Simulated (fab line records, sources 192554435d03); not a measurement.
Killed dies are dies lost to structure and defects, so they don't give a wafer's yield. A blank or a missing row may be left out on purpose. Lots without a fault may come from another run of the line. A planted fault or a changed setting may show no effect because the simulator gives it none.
Chamber matching | flow n5_finfet | N5_BEOL_M5_ETCH_62 on rie_diel-03: 4 sister chambers
The step etches SOC in N2/H2, target depth 75 nm, overetch 15 nm, time 112.5 s. 20 wafers are shown with their chamber, then 10 later ones without.

WAFERS WITH THEIR CHAMBER
wafer  | chamber | showerhead_plenum_p_Torr (Torr) | drypump_motor_current_A (A) | throttle_valve_pct (%)
L074.3 | 1       | 2.54                            | 5.6                         | 17.84
L074.4 | 2       | 2.65                            | 5.2                         | 18.05
L074.5 | 1       | 2.54                            | 5.6                         | 17.86
L076.4 | 3       | 2.44                            | 5.7                         | 18.13
L076.5 | 1       | 2.54                            | 5.6                         | 17.86
L076.6 | 2       | 2.64                            | 5.2                         | 18.06
L081.2 | 2       | 2.64                            | 5.2                         | 18.09
L081.3 | 0       | 2.35                            | 5.7                         | 18.02
L081.5 | 3       | 2.43                            | 5.7                         | 18.15
L082.2 | 3       | 2.43                            | 5.7                         | 18.15
L082.4 | 2       | 2.64                            | 5.2                         | 18.07
L082.5 | 2       | 2.64                            | 5.2                         | 18.09
L085.3 | 0       | 2.35                            | 5.7                         | 18.04
L085.4 | 1       | 2.53                            | 5.6                         | 17.91
L085.5 | 1       | 2.53                            | 5.6                         | 17.89
L090.2 | 3       | 2.43                            | 5.7                         | 18.18
L090.3 | 1       | 2.52                            | 5.6                         | 17.89
L090.6 | 2       | 2.63                            | 5.1                         | 18.11
L092.1 | 3       | 2.43                            | 5.7                         | 18.20
L092.3 | 2       | 2.63                            | 5.2                         | 18.13

SIGNATURES (means of the wafers above)
reading                  | chamber 0 | chamber 1 | chamber 2 | chamber 3 | scatter within a chamber
showerhead_plenum_p_Torr | 2.3500    | 2.5333    | 2.6386    | 2.4320    | 0.00661
drypump_motor_current_A  | 5.700     | 5.600     | 5.186     | 5.700     | 0.0231
throttle_valve_pct       | 18.0300   | 17.8750   | 18.0857   | 18.1620   | 0.0267
Rule: a wafer's distance from a chamber is the root of the sum, over the readings, of the square of ((its reading less the chamber's mean) divided by the reading's scatter). The wafer belongs to the nearest chamber; if the next one is less than 2 further off, it can't be placed. The scatter: the root of (the sum of the squares of (reading less its chamber's mean) over the shown wafers, divided by (wafers less chambers)).

WAFERS WITHOUT THEIR CHAMBER
wafer  | showerhead_plenum_p_Torr (Torr) | drypump_motor_current_A (A) | throttle_valve_pct (%)
L092.6 | 2.42                            | 5.7                         | 18.20
L093.1 | 2.63                            | 5.1                         | 18.13
L093.3 | 2.52                            | 5.6                         | 17.92
L093.6 | 2.63                            | 5.1                         | 18.12
L095.1 | 2.42                            | 5.7                         | 18.23
L095.2 | 2.52                            | 5.6                         | 17.93
L095.5 | 2.42                            | 5.7                         | 18.22
L096.1 | 2.52                            | 5.6                         | 17.95
L096.3 | 2.34                            | 5.7                         | 18.07
L096.4 | 2.42                            | 5.7                         | 18.21

WHICH CHAMBER EACH WENT THROUGH
wafer  | from the rows above | in truth
L092.6 | 3                   | 3
L093.1 | 2                   | 2
L093.3 | 1                   | 1
L093.6 | 2                   | 2
L095.1 | 3                   | 3
L095.2 | 1                   | 1
L095.5 | 3                   | 3
L096.1 | 1                   | 1
L096.3 | 0                   | 0
L096.4 | 3                   | 3
Placed correctly: 10 of 10. Can't be placed from these rows: 0. Placed wrongly: 0.
